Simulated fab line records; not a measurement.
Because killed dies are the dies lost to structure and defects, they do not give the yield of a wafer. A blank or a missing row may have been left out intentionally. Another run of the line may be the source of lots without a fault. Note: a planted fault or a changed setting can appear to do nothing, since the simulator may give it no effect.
A struck lot beside a sound one + flow nandHarc + 13 out of 1302 route steps
Sound: wafers L578.1, L578.3, L578.5. Struck: wafer L585.3 (left out: L585.2, L585.4 of the same lot, which were not struck); the cause appears at the end.
Per side, at each step with rows, come the tool, then ch with its chambers, and then its first start. Under that, the readings that differ: sound wafers + struck wafers + difference of the means + sigmas: that difference in standard deviations of wafers without a fault.
alike: readings with means less than 2 such deviations apart, plus words and numbers identical on both sides. not compared: withheld readings, readings lacking a value on some wafer, bounds such as >300 that could conceal the same value, and numbers that have no deviation in the record and whose values overlap.
Wherever a step has rows on one side only, a row that says differs or no value, or a row with sigmas, the two part there. Numbers that don't overlap but have no deviation are shown without sigmas and don't part them. Lack of a reading on every wafer of one side parts them only where that side has two or more wafers.

first, 1 step without rows for these wafers: NHARC_A_STAIRCASE_HARDBAKE_218 (time 140 s).
NHARC_A_STAIRCASE_DESCUM_219: chemistry O2, time 3 s.
  sound on rieDiel-08 ch 0,3, day 17 23:59; struck on rieDiel-13 ch 2, day 20 17:42
  alike: drypumpMotorCurrentA, oesProductAu, rfVppV, showerheadPlenumPTorr, throttleValvePct
  not compared: rfHoursCounterH
NHARC_A_STAIRCASE_TRIM_220: chemistry O2, time 211.2 s.
  sound on rieDiel-08 ch 0,1,2, day 18 00:05; struck on rieDiel-13 ch 3, day 20 17:47
| reading                  | sound       | struck | difference | sigmas |
|--------------------------|-------------|--------|------------|--------|
| drypumpMotorCurrentA (A) | 5.5 5.9 5.4 | 6.6    | +1.0       | +2     |
  alike: oesProductAu, rfVppV, showerheadPlenumPTorr, throttleValvePct
  not compared: rfHoursCounterH
then, 1 step without rows for these wafers: NHARC_A_STAIRCASE_ETCH_221 (etches the open film in C4F8/O2, target depth 100 nm, time 40.5 s).
NHARC_A_STAIRCASE_TRIM_222: chemistry O2, time 211.2 s.
  sound on rieDiel-08 ch 0,2,3; struck on rieDiel-13 ch 1
  alike: drypumpMotorCurrentA, oesProductAu, rfVppV, showerheadPlenumPTorr, throttleValvePct
  not compared: rfHoursCounterH
then, 3 steps without rows for these wafers: NHARC_A_STAIRCASE_ETCH_223 (etches the open film in C4F8/O2, target depth 100 nm, time 40.5 s); NHARC_A_STAIRCASE_TRIM_224 (chemistry O2, time 211.2 s); NHARC_A_STAIRCASE_ETCH_225 (etches the open film in C4F8/O2, target depth 100 nm, time 40.5 s).
NHARC_A_STAIRCASE_TRIM_226: chemistry O2, time 211.2 s.
  sound on rieDiel-08 ch 1,3; struck on rieDiel-13 ch 2
  alike: drypumpMotorCurrentA, oesProductAu, rfVppV, showerheadPlenumPTorr, throttleValvePct
  not compared: rfHoursCounterH
then, 1 step without rows for these wafers: NHARC_A_STAIRCASE_ETCH_227 (etches the open film in C4F8/O2, target depth 100 nm, time 40.5 s).
NHARC_A_STAIRCASE_TRIM_229: chemistry O2, time 211.2 s.
  sound on rieDiel-13 ch 0,3, day 18 01:08; struck on rieDiel-13 ch 1, day 20 19:49
| reading                      | sound             | struck | difference | sigmas |
|------------------------------|-------------------|--------|------------|--------|
| oesProductAu (a.u.)          | 0.995 0.984 0.987 | 1.169  | +0.180     | +16    |
| rfVppV (V)                   | 57.9 56.2 57.2    | 59.5   | +2.4       | +3     |
| showerheadPlenumPTorr (Torr) | 3.32 3.41 3.41    | 3.78   | +0.40      | +2     |
  alike: drypumpMotorCurrentA, throttleValvePct
  not compared: rfHoursCounterH
NHARC_A_STAIRCASE_ETCH_230: etches the open film in C4F8/O2, target depth 100 nm, time 40.5 s.
  sound on rieDiel-13 ch 0,2,3; struck on rieDiel-13 ch 3
| reading             | sound             | struck | difference | sigmas |
|---------------------|-------------------|--------|------------|--------|
| oesProductAu (a.u.) | 0.960 0.958 0.992 | 0.934  | -0.036     | -2     |
  alike: rfVppV
  not compared: rfHoursCounterH
-- record jumps: 9 days between struck wafers' starts before vs after; left off in module A_STAIRCASE, resumes in module END, first step shown is number 1302 of the route --
NHARC_END_SORT_01:
  sound on prober-02 ch 0, day 26 05:57; struck on prober-01 ch 0, day 29 14:19
| reading       | sound    | struck | difference | sigmas |
|---------------|----------|--------|------------|--------|
| killedAtArray | 45 52 46 | 654    | +606       | +30    |
| killedDies    | 48 56 49 | 656    | +605       | +29    |
  alike: killedAtOther, killedAtPeriphery, killedOpen, killedShort

== WHERE THEY PART ==
Last at NHARC_END_SORT_01 as far as this record goes, first at NHARC_A_STAIRCASE_TRIM_220.

WHY: what the simulator had put in
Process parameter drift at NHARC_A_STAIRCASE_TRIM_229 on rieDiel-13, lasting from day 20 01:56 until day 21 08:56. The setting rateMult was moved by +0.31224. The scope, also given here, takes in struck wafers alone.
